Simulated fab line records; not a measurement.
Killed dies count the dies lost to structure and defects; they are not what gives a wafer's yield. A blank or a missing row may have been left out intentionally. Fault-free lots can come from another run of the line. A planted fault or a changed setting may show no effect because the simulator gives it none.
fab line records    flow nandHarc
record lots=7  wafers=21  lastDay=23
route steps=1159 shown P_BONDPAD@366 END@1159
lots that met no fault: taken from a fault-free run of the same line
startH: the number of hours between the record's first day and the start of the first shown wafer of the lot    waitH: hours since the lot's step before    " as in the row above    L1.1+2: several wafers, shown together as one row    - no value, or no start given    * or withheld: withheld    < > ~ a bound
route shown NAME@n: a module of which the file shows steps, and the number in the route of the first    usual: the fault-free wafers' mean and standard deviation    same: alike in all rows    chamber/n: place in a boat    sites: the reading at each site    _std_site: how widely they spread, as a standard deviation    _edge_site: inner sites' mean taken away from outer sites' mean    radiusMm: for every site, how far away it sits from the centre of the wafer    mask NAME#n: copy n    behind: the tool/chamber that last shaped the wafer    hold: the reason the lot was held/the length of the hold in hours/how it ended    device: whichever transistor did not switch (one of n, p or np)    end of line: at the end of the route, the tests of the same wafers    a step with no rows: only its recipe    killed: count of dies lost to structure and defects at first sort (not the wafer's yield)    map: shows each die of a wafer: x if killed, . if not, _ if none is there
set.NAME: the setting as run; set.NAME@STEP: as run at that earlier step    model.NAME: the simulator's own value behind a step, which no gauge read
a table for each step, a row for each wafer; lots at some steps of the route
services: a tool's chamber out of use, with start hour (startH, from the record's first day; less than 0 if before it), hours out, and reason
## steps
# step NHARC_P_BONDPAD_HARDBAKE_10
# recipe tempC=118  timeS=65
# step NHARC_P_BONDPAD_DESCUM_11
# recipe timeS=3  o2FlowSccm=200  arFlowSccm=0  biasPowerW=0  chemistry=O2
# usual drypumpMotorCurrentA=5.5/0.42  oesProductAu=0.998/0.0086  rfVppV=58.0/0.88  showerheadPlenumPTorr=1.94/0.098  throttleValvePct=11.311/0.0095
lot.wafer  tool        chamber  startH  waitH  drypumpMotorCurrentA  oesProductAu  rfHoursCounterH  rfVppV  showerheadPlenumPTorr  throttleValvePct
L254.3     rieDiel-07  2        170.93  -      5.6                   1.002         44               58.9    1.98                   11.310
L254.4     "           0        "       "      5.7                   1.002         -                57.9    2.00                   11.319
L254.5     "           3        "       "      5.4                   1.012         -                59.1    1.93                   11.337
L255.2     rieDiel-06  0        179.23  -      5.0                   0.998         38               59.0    2.03                   11.302
L255.3     "           1        "       "      5.3                   1.002         37               58.3    1.94                   11.315
L255.4     "           2        "       "      5.3                   1.003         36               58.2    2.06                   11.321
L256.4     rieDiel-05  1        181.79  -      5.4                   0.991         0                58.1    1.84                   11.303
L256.2     "           2        "       "      6.2                   0.992         1                58.2    2.02                   11.332
L256.6     "           1        "       "      5.4                   0.986         -                57.1    1.84                   11.312
L260.3     rieDiel-05  3        207.28  -      5.6                   0.990         5                56.8    1.78                   11.318
L260.6     "           0        "       "      5.3                   0.996         -                57.7    1.92                   11.313
L260.5     "           2        "       "      6.3                   0.996         -                58.9    2.02                   11.303
L262.2     rieDiel-05  2        217.74  -      6.3                   1.000         5                57.8    2.02                   11.303
L262.1     "           3        "       "      5.6                   0.998         6                56.1    1.78                   11.312
L262.6     "           2        "       "      6.3                   0.998         -                58.4    2.02                   11.303
L261.2     rieDiel-06  1        218.75  -      5.2                   1.014         52               57.4    1.94                   11.298
L261.5     "           0        "       "      5.0                   1.017         -                58.6    2.03                   11.323
L261.6     "           1        "       "      5.2                   0.998         -                57.8    1.94                   11.313
L265.3     rieDiel-05  0        237.52  -      5.3                   0.998         8                57.3    1.92                   11.312
L265.2     "           3        "       "      5.6                   0.997         8                57.7    1.78                   11.311
L265.6     "           1        "       "      5.4                   0.996         -                58.0    1.84                   11.316
# step NHARC_P_BONDPAD_ETCH_37
# recipe targetDepthA=600  overetchA=180  timeS=65.91  ionEnergyEv=200  n2FlowSccm=150  h2FlowSccm=150  arFlowSccm=0  rfW=400  biasW=150  chemistry=N2/H2
# step NHARC_P_BONDPAD_ETCH_12
# recipe targetDepthA=2000  timeS=100  chf3FlowSccm=50  o2FlowSccm=10  arFlowSccm=200  rfW=500  biasW=200  chemistry=CHF3/O2
# usual drypumpMotorCurrentA=5.5/0.43  oesProductAu=0.945/0.021  rfVppV=371.3/2.7  showerheadPlenumPTorr=2.43/0.12  throttleValvePct=20.573/0.0087
lot.wafer  tool        chamber  startH  waitH  drypumpMotorCurrentA  oesProductAu  rfHoursCounterH  rfVppV  showerheadPlenumPTorr  throttleValvePct
L254.3     rieDiel-07  2        -       -      5.6                   0.915         45               371.4   2.48                   20.575
L254.4     "           2        "       "      5.6                   0.935         -                373.3   2.48                   20.573
L254.5     "           0        "       "      5.7                   0.931         -                373.4   2.51                   20.571
L255.2     rieDiel-06  3        -       -      4.8                   0.953         38               373.8   2.58                   20.566
L255.3     "           0        "       "      5.0                   0.952         38               373.9   2.54                   20.576
L255.4     "           1        "       "      5.3                   0.945         37               370.2   2.44                   20.558
L256.2     rieDiel-05  3        -       -      5.7                   0.967         1                367.5   2.24                   20.583
L256.4     "           0        "       "      5.3                   0.950         0                371.2   2.41                   20.574
L256.6     "           1        "       "      5.4                   0.950         -                369.3   2.32                   20.576
L260.3     rieDiel-05  0        -       -      5.3                   0.916         5                372.8   2.41                   20.578
L260.5     "           0        "       "      5.3                   0.928         -                371.2   2.41                   20.583
L260.6     "           2        "       "      6.3                   0.924         -                374.1   2.53                   20.557
L262.1     rieDiel-05  2        -       -      6.3                   0.920         5                373.4   2.53                   20.576
L262.2     "           3        "       "      5.6                   0.920         6                366.7   2.24                   20.566
L262.6     "           2        "       "      6.3                   0.920         -                373.7   2.53                   20.582
L261.2     rieDiel-06  1        -       -      5.2                   0.970         52               371.5   2.43                   20.570
L261.5     "           2        "       "      5.3                   0.978         -                373.8   2.58                   20.582
L261.6     "           3        "       "      4.8                   0.965         -                374.6   2.58                   20.577
L265.3     rieDiel-05  2        -       -      6.3                   0.971         7                373.8   2.53                   20.564
L265.2     "           0        "       "      5.3                   0.956         8                371.4   2.41                   20.582
L265.6     "           1        "       "      5.5                   0.966         -                367.5   2.32                   20.577
# step NHARC_P_BONDPAD_CD_MEAS_13
# usual cdNm=499.8/1.7
lot.wafer  tool      chamber  startH  waitH  cdNm
L254.3     cdSem-02  -        172.14  -      499.6
L254.4     "         -        "       "      499.6
L254.5     "         -        "       "      500.0
L255.2     cdSem-03  -        179.55  -      503.6
L255.3     "         -        "       "      503.3
L255.4     "         -        "       "      502.5
L256.2     cdSem-02  -        182.10  -      499.4
L256.4     "         -        "       "      500.1
L256.6     "         -        "       "      501.0
L260.3     cdSem-02  -        207.66  -      497.2
L260.5     "         -        "       "      499.4
L260.6     "         -        "       "      498.6
L262.1     cdSem-01  -        218.04  -      502.0
L262.2     "         -        "       "      501.3
L262.6     "         -        "       "      500.0
L261.2     cdSem-03  -        219.06  -      499.5
L261.5     "         -        "       "      501.1
L261.6     "         -        "       "      501.5
L265.2     cdSem-03  -        237.84  -      499.5
L265.3     "         -        "       "      499.8
L265.6     "         -        "       "      500.6
# step NHARC_P_BONDPAD_STRIP_15
# recipe o2FlowSccm=500  arFlowSccm=0  biasW=0  chemistry=O2
# usual drypumpMotorCurrentA=5.5/0.38  oesProductAu=0.998/0.0072  rfVppV=58.0/0.94  showerheadPlenumPTorr=3.57/0.16  throttleValvePct=17.037/0.0091
lot.wafer  tool        chamber  startH  waitH  drypumpMotorCurrentA  oesProductAu  rfHoursCounterH  rfVppV  showerheadPlenumPTorr  throttleValvePct
L254.3     rieDiel-07  0        172.48  0.3    5.7                   0.992         43               57.7    3.68                   17.043
L254.5     "           2        "       "      5.6                   0.990         -                58.9    3.65                   17.034
L254.4     "           3        "       "      5.5                   1.007         -                57.2    3.56                   17.022
L255.2     rieDiel-05  1        179.63  0.1    5.4                   0.995         0                56.8    3.41                   17.046
L255.3     "           2        "       "      6.3                   0.994         1                58.7    3.72                   17.032
L255.4     "           3        "       "      5.6                   0.996         0                58.2    3.30                   17.047
L256.2     rieDiel-07  2        182.21  0.1    5.6                   0.986         49               57.9    3.64                   17.023
L256.4     "           3        "       "      5.5                   1.000         -                58.8    3.55                   17.033
L256.6     "           2        "       "      5.6                   1.001         -                59.2    3.64                   17.051
L260.3     rieDiel-05  3        207.73  0.1    5.6                   0.999         5                57.2    3.30                   17.040
L260.5     "           3        "       "      5.6                   0.990         -                57.2    3.30                   17.035
L260.6     "           2        "       "      6.2                   0.993         -                58.7    3.72                   17.034
L262.1     rieDiel-05  2        218.16  0.1    6.2                   0.993         5                58.0    3.72                   17.030
L262.2     "           3        "       "      5.6                   0.998         6                57.1    3.30                   17.039
L262.6     "           1        "       "      5.4                   0.997         -                57.1    3.41                   17.053
L261.2     rieDiel-06  0        219.18  0.1    5.0                   1.011         52               58.1    3.72                   17.034
L261.6     "           1        "       "      5.2                   1.005         -                58.8    3.57                   17.034
L261.5     "           2        "       "      5.3                   1.001         -                57.9    3.78                   17.044
L265.3     rieDiel-06  1        237.93  0.1    5.3                   1.005         61               58.9    3.56                   17.043
L265.2     "           2        "       "      5.3                   1.001         60               58.0    3.77                   17.038
L265.6     "           0        "       "      5.0                   1.012         -                58.0    3.72                   17.044
# step NHARC_P_BONDPAD_ETCH_24
# recipe targetDepthA=300  overEtchFrac=0.3  timeS=72.99  ionEnergyEv=150  cf4FlowSccm=50  n2FlowSccm=100  arFlowSccm=150  rfW=300  biasW=100  chemistry=CF4/N2
# step NHARC_P_BONDPAD_STRIP_16
# recipe timeS=600  tempC=30  chemistry=postEtchResidueRemover
# step NHARC_P_BONDPAD_DEGAS_25
# recipe tempC=300  timeS=60
# usual heaterPowerW=468/59
lot.wafer  tool           chamber  startH  waitH  heaterPowerW
L254.4     pvdSputter-01  -        173.40  -      441
L254.3     "              -        "       "      514
L254.5     "              -        "       "      451
L255.3     pvdSputter-03  -        180.18  -      472
L255.4     "              -        "       "      485
L255.2     "              -        "       "      394
L256.4     pvdSputter-01  -        182.77  -      408
L256.2     "              -        "       "      539
L256.6     "              -        "       "      444
L260.3     pvdSputter-02  -        208.34  -      534
L260.6     "              -        "       "      405
L260.5     "              -        "       "      584
L262.2     pvdSputter-03  -        218.69  -      382
L262.1     "              -        "       "      455
L262.6     "              -        "       "      381
L261.2     pvdSputter-01  -        219.69  -      397
L261.5     "              -        "       "      458
L261.6     "              -        "       "      408
L265.3     pvdSputter-03  -        238.47  -      478
L265.2     "              -        "       "      465
L265.6     "              -        "       "      386
# step NHARC_P_BONDPAD_PRE_CLEAN_26
# recipe timeS=30  tempC=280  gas=H2/He
# step NHARC_P_BONDPAD_PVD_17
# recipe targetThkA=50  biasV=168.6  powerW=15000  chamberPressurePa=0.12  timeS=8.06  substrateTempC=50  material=TaN
# usual throttleValvePct=30.6/0.78
lot.wafer  tool           chamber  startH  waitH  throttleValvePct
L254.3     pvdSputter-01  -        -       -      30.0
L254.4     "              -        "       "      30.5
L254.5     "              -        "       "      29.9
L255.2     pvdSputter-03  -        -       -      31.8
L255.4     "              -        "       "      29.5
L255.3     "              -        "       "      30.2
L256.4     pvdSputter-01  -        -       -      31.0
L256.2     "              -        "       "      30.0
L256.6     "              -        "       "      30.9
L260.3     pvdSputter-02  -        -       -      31.4
L260.5     "              -        "       "      31.3
L260.6     "              -        "       "      31.3
L262.1     pvdSputter-03  -        -       -      30.7
L262.2     "              -        "       "      29.9
L262.6     "              -        "       "      30.8
L261.2     pvdSputter-01  -        -       -      30.4
L261.6     "              -        "       "      31.3
L261.5     "              -        "       "      30.4
L265.2     pvdSputter-03  -        -       -      31.7
L265.3     "              -        "       "      29.5
L265.6     "              -        "       "      31.7
# step NHARC_P_BONDPAD_PVD_27
# recipe targetThkA=300  chamberPressurePa=5  powerW=5000  substrateTempC=30  timeS=20.49  material=Cu
# step NHARC_P_BONDPAD_ECD_18
# recipe targetThkA=4000  bathTempC=25  material=Cu
# usual bathHeatDutyPct=6.2/0.48  bathTempC=24.99/0.092
lot.wafer  tool      chamber  startH  waitH  bathHeatDutyPct  bathTempC
L254.3     ecdCu-01  0        173.86  -      -                -
L254.4     "         1        "       "      -                -
L254.5     "         1        "       "      -                -
L255.2     ecdCu-01  0        180.54  -      -                -
L255.3     "         0        "       "      -                -
L255.4     "         1        "       "      -                -
L256.2     ecdCu-01  1        183.12  -      -                -
L256.4     "         0        "       "      -                -
L256.6     "         0        "       "      -                -
L260.3     ecdCu-01  0        208.81  -      5.9              25.06
L260.5     "         0        "       "      6.2              24.98
L260.6     "         1        "       "      6.9              25.13
L262.1     ecdCu-02  0        219.16  -      5.9              25.04
L262.2     "         1        "       "      6.6              25.09
L262.6     "         1        "       "      6.2              25.03
L261.2     ecdCu-02  0        220.07  -      6.1              24.99
L261.5     "         0        "       "      5.8              24.97
L261.6     "         1        "       "      6.6              25.01
L265.2     ecdCu-01  0        238.98  -      5.7              24.89
L265.3     "         1        "       "      6.9              25.01
L265.6     "         1        "       "      6.0              24.98
# step NHARC_P_BONDPAD_ANNEAL_28
# recipe tempC=225  timeS=90
# step NHARC_P_BONDPAD_CMP_19
# recipe tOverpolishS=30  cuRecessTouchS=16  targetThkNm=160.81
# step NHARC_P_BONDPAD_THK_MEAS_20
# recipe thkMeasGauge=xrf
# usual thkNm=160.8/1.5
lot.wafer  tool          chamber  startH  waitH  thkNm
L254.3     filmMetro-01  -        174.82  -      29.7
L254.4     "             -        "       "      29.2
L254.5     "             -        "       "      29.3
L255.2     filmMetro-01  -        181.59  -      30.9
L255.3     "             -        "       "      31.7
L255.4     "             -        "       "      29.3
L256.2     filmMetro-01  -        184.21  -      29.9
L256.4     "             -        "       "      30.0
L256.6     "             -        "       "      29.5
L260.3     filmMetro-02  -        209.76  -      161.5
L260.5     "             -        "       "      162.9
L260.6     "             -        "       "      160.0
L262.1     filmMetro-02  -        220.21  -      162.5
L262.2     "             -        "       "      159.9
L262.6     "             -        "       "      158.5
L261.2     filmMetro-01  -        221.11  -      161.8
L261.5     "             -        "       "      163.7
L261.6     "             -        "       "      162.8
L265.2     filmMetro-02  -        240.03  -      160.2
L265.3     "             -        "       "      161.7
L265.6     "             -        "       "      159.5
# step NHARC_P_BONDPAD_SRD_21
# recipe timeS=30  tempC=23  dryTimeS=20  spinRpm=1500
# step NHARC_END_SORT_01
# recipe tempC=25
# usual defectLimitedYield=95.4/1.5  killedAtArray=26/9.6  killedAtOther=0.7/0.92  killedAtPeriphery=3.8/2.7  killedDies=31/10  killedOpen=3.3/1.7  killedShort=1.8/1.3  sort_bin_2_pct=1.4/0.62  sort_bin_3_pct=0.23/0.21  sort_bin_4_pct=2.9/0.95  sortNPass=646/10  sortRimYieldPct=94/3.2  sortYieldPct=95.4/1.5
# same grossDies=677  sort_bin_5_pct[%]=0  sort_bin_6_pct[%]=0  sort_bin_7_pct[%]=0  sort_bin_8_pct[%]=0  sortRimNGross=106.00
lot.wafer  tool       chamber  startH  waitH  defectLimitedYield[%]  killedAtArray  killedAtOther  killedAtPeriphery  killedDies  killedOpen  killedShort  sort_bin_2_pct[%]  sort_bin_3_pct[%]  sort_bin_4_pct[%]  sortNPass  sortRimYieldPct[%]  sortYieldPct[%]
L254.3     prober-02  0        479.32  3.1    0                      27             2              648                677         6           1            96.6               0.30               3.1                0          0                   0
L254.4     prober-02  0        480.12  3.4    0                      22             3              652                677         1           5            97.5               0                  2.5                0          0                   0
L254.5     prober-02  0        480.91  3.7    0                      17             2              658                677         2           0            97.6               0.15               2.2                0          0                   0
L255.2     prober-01  0        486.94  2.8    0                      34             2              641                677         2           3            95.9               0.30               3.8                0          0                   0
L255.3     prober-01  0        487.75  3.1    0                      25             1              651                677         3           1            96.9               0.44               2.7                0          0                   0
L255.4     prober-01  0        488.56  3.4    0                      29             0              648                677         3           3            97.0               0.89               2.1                0          0                   0
L256.2     prober-02  0        494.71  2.8    0                      17             1              659                677         2           2            98.5               0                  1.5                0          0                   0
L256.4     prober-02  0        496.28  3.3    0                      22             0              655                677         1           1            97.5               0                  2.5                0          0                   0
L256.6     prober-02  0        497.84  3.9    0                      20             0              657                677         2           2            96.8               0.44               2.8                0          0                   0
L261.2     prober-02  0        522.86  2.8    94.5                   32             1              4                  37          4           2            1.8                0.44               3.2                640        93                  94.5
L261.5     prober-02  0        525.30  3.8    96.2                   23             1              2                  26          4           1            1.5                0                  2.4                651        97                  96.2
L261.6     prober-02  0        526.11  4.1    96.3                   23             0              2                  25          2           0            1.0                0.15               2.5                652        96                  96.3
L262.1     prober-01  0        534.50  2.5    93.6                   41             1              1                  43          2           3            2.7                0.15               3.5                634        93                  93.6
L262.2     prober-01  0        535.29  2.8    93.2                   43             0              3                  46          2           2            1.5                0.44               4.9                631        93                  93.2
L262.6     prober-01  0        538.48  4.0    94.1                   36             1              3                  40          4           1            2.1                0.44               3.4                637        94                  94.1
# killed by level:class
L254.3 P_BONDPAD:areaEcd=642 A_SGD_CUT:chamberFilmFlake=9 A_CHANNEL_HOLE_D1:chamberFilmFlake=5 A_SLIT:chamberFilmFlake=5 P_GATE:chamberFilmFlake=2 P_BONDPAD:chamberFilmFlake=2 A_STAIRCASE:chamberFilmFlake=2 THIN_TSV:chamberFilmFlake=2
L254.4 P_BONDPAD:areaEcd=647 A_SLIT:chamberFilmFlake=7 A_SGD_CUT:chamberFilmFlake=5 P_GATE:chamberFilmFlake=3 THIN_TSV:chamberFilmFlake=3 A_SGD_CUT:geometricParticle:short=2 A_CHANNEL_HOLE_D1:chamberFilmFlake=2 A_CONTACT:chamberFilmFlake=2
L254.5 P_BONDPAD:areaEcd=652 A_SGD_CUT:chamberFilmFlake=5 A_SLIT:chamberFilmFlake=5 P_BONDPAD:chamberFilmFlake=3 A_CHANNEL_HOLE_D1:chamberFilmFlake=3 P_GATE:chamberFilmFlake=2 A_CONTACT:chamberFilmFlake=2 THIN_TSV:chamberFilmFlake=2
L255.2 P_BONDPAD:areaEcd=636 A_CHANNEL_HOLE_D1:chamberFilmFlake=18 A_SLIT:chamberFilmFlake=9 P_CONTACT:geometricParticle:short=2 A_CONTACT:chamberFilmFlake=2 THIN_TSV:chamberFilmFlake=2 A_SOURCE_PLATE:geometricParticle:open=1 A_ONON_D1:geometricParticle:short=1
L255.3 P_BONDPAD:areaEcd=648 A_CHANNEL_HOLE_D1:chamberFilmFlake=10 A_SLIT:chamberFilmFlake=9 A_WL_FILL:chamberFilmFlake=4 P_M0:geometricParticle:open=2 A_M0:geometricParticle:open=1 P_GATE:chamberFilmFlake=1 STARTING-WAFER:geometricParticle:short=1
L255.4 P_BONDPAD:areaEcd=646 A_CHANNEL_HOLE_D1:chamberFilmFlake=14 A_SLIT:chamberFilmFlake=8 P_CONTACT:geometricParticle:open=2 A_WL_FILL:chamberFilmFlake=2 A_ONON_D1:geometricParticle:short=1 A_WL_FILL:geometricParticle:short=1 A_CONTACT:geometricParticle:short=1
L256.2 P_BONDPAD:areaEcd=657 A_SLIT:chamberFilmFlake=5 P_GATE:chamberFilmFlake=2 A_CHANNEL_HOLE_D1:chamberFilmFlake=2 A_SGD_CUT:chamberFilmFlake=2 A_CONTACT:chamberFilmFlake=2 A_ONON_D1:geometricParticle:short=1 A_CHANNEL_HOLE_D1:geometricParticle:open=1
L256.4 P_BONDPAD:areaEcd=650 A_SLIT:chamberFilmFlake=7 A_ZERO_WELL:chamberFilmFlake=4 P_GATE:chamberFilmFlake=3 A_CONTACT:chamberFilmFlake=3 P_BONDPAD:chamberFilmFlake=2 A_CHANNEL_HOLE_D1:chamberFilmFlake=2 A_SGD_CUT:chamberFilmFlake=2
L256.6 P_BONDPAD:areaEcd=650 A_SLIT:chamberFilmFlake=7 P_GATE:chamberFilmFlake=3 A_ZERO_WELL:chamberFilmFlake=3 A_STAIRCASE:chamberFilmFlake=3 P_BONDPAD:chamberFilmFlake=2 A_CONTACT:chamberFilmFlake=2 P_GATE:geometricParticle:open=1
L261.2 A_CHANNEL_HOLE_D1:chamberFilmFlake=13 A_CHANNEL_FILL_D1:chamberFilmFlake=4 A_STAIRCASE:chamberFilmFlake=4 A_CONTACT:chamberFilmFlake=3 P_BONDPAD:chamberFilmFlake=2 A_BONDPAD:chamberFilmFlake=2 P_GATE:geometricParticle:open=1 P_M0:geometricParticle:open=1
L261.5 A_CHANNEL_HOLE_D1:chamberFilmFlake=8 A_CONTACT:chamberFilmFlake=5 A_CHANNEL_FILL_D1:chamberFilmFlake=3 A_STAIRCASE:chamberFilmFlake=3 P_GATE:geometricParticle:open=1 P_M0:geometricParticle:open=1 A_CONTACT:geometricParticle:open=1 A_BLC:geometricParticle:short=1
L261.6 A_CHANNEL_HOLE_D1:chamberFilmFlake=8 A_CHANNEL_FILL_D1:chamberFilmFlake=4 A_STAIRCASE:chamberFilmFlake=4 A_CONTACT:chamberFilmFlake=4 A_BONDPAD:chamberFilmFlake=2 P_GATE:geometricParticle:open=1 P_CONTACT:geometricParticle:open=1 A_ZERO_WELL:chamberFilmFlake=1
L262.1 A_CHANNEL_HOLE_D1:chamberFilmFlake=20 A_SLIT:chamberFilmFlake=8 A_CHANNEL_FILL_D1:chamberFilmFlake=3 A_ZERO_WELL:chamberFilmFlake=2 A_CONTACT:chamberFilmFlake=2 A_ONON_D1:geometricParticle:open=1 A_CHANNEL_FILL_D1:geometricParticle:short=1 A_CHANNEL_FILL_D1:geometricParticle:open=1
L262.2 A_CHANNEL_HOLE_D1:chamberFilmFlake=21 A_SLIT:chamberFilmFlake=11 A_STAIRCASE:chamberFilmFlake=7 P_CONTACT:geometricParticle:open=1 P_M1:geometricParticle:open=1 A_ONON_D1:geometricParticle:short=1 A_BLC:geometricParticle:short=1 P_ZERO_WELL:chamberFilmFlake=1
L262.6 A_CHANNEL_HOLE_D1:chamberFilmFlake=15 A_SLIT:chamberFilmFlake=11 A_STAIRCASE:chamberFilmFlake=3 A_CONTACT:geometricParticle:open=2 A_CONTACT:chamberFilmFlake=2 P_M1:geometricParticle:open=1 A_WL_FILL:geometricParticle:short=1 A_M0:geometricParticle:open=1
# map L254.3 (x killed, . not)
____________x____________
_________xxxxxxx_________
_______xxxxxxxxxxx_______
______xxxxxxxxxxxxx______
_____xxxxxxxxxxxxxxx_____
____xxxxxxxxxxxxxxxxx____
____xxxxxxxxxxxxxxxxx____
___xxxxxxxxxxxxxxxxxxx___
___xxxxxxxxxxxxxxxxxxx___
__xxxxxxxxxxxxxxxxxxxxx__
__xxxxxxxxxxxxxxxxxxxxx__
_xxxxxxxxxxxxxxxxxxxxxxx_
_xxxxxxxxxxxxxxxxxxxxxxx_
_xxxxxxxxxxxxxxxxxxxxxxx_
_xxxxxxxxxxxxxxxxxxxxxxx_
_xxxxxxxxxxxxxxxxxxxxxxx_
xxxxxxxxxxxxxxxxxxxxxxxxx
xxxxxxxxxxxxxxxxxxxxxxxxx
xxxxxxxxxxxxxxxxxxxxxxxxx
xxxxxxxxxxxxxxxxxxxxxxxxx
xxxxxxxxxxxxxxxxxxxxxxxxx
_xxxxxxxxxxxxxxxxxxxxxxx_
_xxxxxxxxxxxxxxxxxxxxxxx_
_xxxxxxxxxxxxxxxxxxxxxxx_
_xxxxxxxxxxxxxxxxxxxxxxx_
_xxxxxxxxxxxxxxxxxxxxxxx_
__xxxxxxxxxxxxxxxxxxxxx__
__xxxxxxxxxxxxxxxxxxxxx__
___xxxxxxxxxxxxxxxxxxx___
___xxxxxxxxxxxxxxxxxxx___
____xxxxxxxxxxxxxxxxx____
____xxxxxxxxxxxxxxxxx____
_____xxxxxxxxxxxxxxx_____
______xxxxxxxxxxxxx______
_______xxxxxxxxxxx_______
_________xxxxxxx_________
____________x____________
# map L255.2 (x killed, . not)
____________x____________
_________xxxxxxx_________
_______xxxxxxxxxxx_______
______xxxxxxxxxxxxx______
_____xxxxxxxxxxxxxxx_____
____xxxxxxxxxxxxxxxxx____
____xxxxxxxxxxxxxxxxx____
___xxxxxxxxxxxxxxxxxxx___
___xxxxxxxxxxxxxxxxxxx___
__xxxxxxxxxxxxxxxxxxxxx__
__xxxxxxxxxxxxxxxxxxxxx__
_xxxxxxxxxxxxxxxxxxxxxxx_
_xxxxxxxxxxxxxxxxxxxxxxx_
_xxxxxxxxxxxxxxxxxxxxxxx_
_xxxxxxxxxxxxxxxxxxxxxxx_
_xxxxxxxxxxxxxxxxxxxxxxx_
xxxxxxxxxxxxxxxxxxxxxxxxx
xxxxxxxxxxxxxxxxxxxxxxxxx
xxxxxxxxxxxxxxxxxxxxxxxxx
xxxxxxxxxxxxxxxxxxxxxxxxx
xxxxxxxxxxxxxxxxxxxxxxxxx
_xxxxxxxxxxxxxxxxxxxxxxx_
_xxxxxxxxxxxxxxxxxxxxxxx_
_xxxxxxxxxxxxxxxxxxxxxxx_
_xxxxxxxxxxxxxxxxxxxxxxx_
_xxxxxxxxxxxxxxxxxxxxxxx_
__xxxxxxxxxxxxxxxxxxxxx__
__xxxxxxxxxxxxxxxxxxxxx__
___xxxxxxxxxxxxxxxxxxx___
___xxxxxxxxxxxxxxxxxxx___
____xxxxxxxxxxxxxxxxx____
____xxxxxxxxxxxxxxxxx____
_____xxxxxxxxxxxxxxx_____
______xxxxxxxxxxxxx______
_______xxxxxxxxxxx_______
_________xxxxxxx_________
____________x____________
## services
tool           chamber  startH  hours  kind
rieDiel-05     3        148.56  6.0    repair
ecdCu-01       -        150.39  1.9    repair
pvdSputter-01  -        158.00  10.0   pm
rieDiel-05     -        163.60  9.0    pm
rieDiel-05     0        163.60  9.0    ventCycle
rieDiel-05     1        163.60  9.0    ventCycle
rieDiel-05     2        163.60  9.0    ventCycle
rieDiel-05     3        163.60  9.0    ventCycle
rieDiel-06     -        165.24  0.6    repair
rieDiel-05     0        172.60  -      clean
rieDiel-05     1        172.60  -      clean
rieDiel-05     2        172.60  -      clean
rieDiel-05     3        172.60  -      clean
pvdSputter-01  -        179.54  2.9    repair
ecdCu-02       -        180.02  8.0    pm
rieDiel-05     2        182.64  6.3    repair
ecdCu-01       -        195.23  9.1    repair
pvdSputter-02  -        195.66  9.3    repair
rieDiel-07     -        196.24  11.1   repair
rieDiel-05     1        199.10  10.0   repair
rieDiel-06     -        199.66  3.1    repair
pvdSputter-02  -        214.04  10.0   pm
rieDiel-07     3        217.21  9.3    repair
rieDiel-07     -        228.36  9.0    pm
## key
firstSign step=NHARC_P_BONDPAD_ECD_18  reading=toolRecord  direction=missing
effect step=NHARC_P_BONDPAD_THK_MEAS_20  reading=thkNm  direction=down  sigmas=87  usual=160.8  struck=30.0
effect step=NHARC_END_SORT_01  reading=killedAtPeriphery  direction=up  sigmas=99+  usual=3.8  struck=652.1
moreKillsBornAt NHARC_P_BONDPAD_ECD_18@ecdCu-01=5828
metAt NHARC_P_BONDPAD_ECD_18
struckWafers L254.3,L254.4,L254.5,L255.2,L255.3,L255.4,L256.2,L256.4,L256.6
laterRowsLeftOut L254.3,L254.4,L254.5,L255.2,L255.3,L255.4,L256.2,L256.4,L256.6
fault kind=skippedStepWhole  tool=ecdCu-01  chamber=-  onsetH=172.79  steps=NHARC_P_BONDPAD_ECD_18  scope=struckLotsOnly
# laterRowsLeftOut: the simulator's readings of these wafers behind a module that went badly wrong aren't trusted and aren't shown, but for the sort
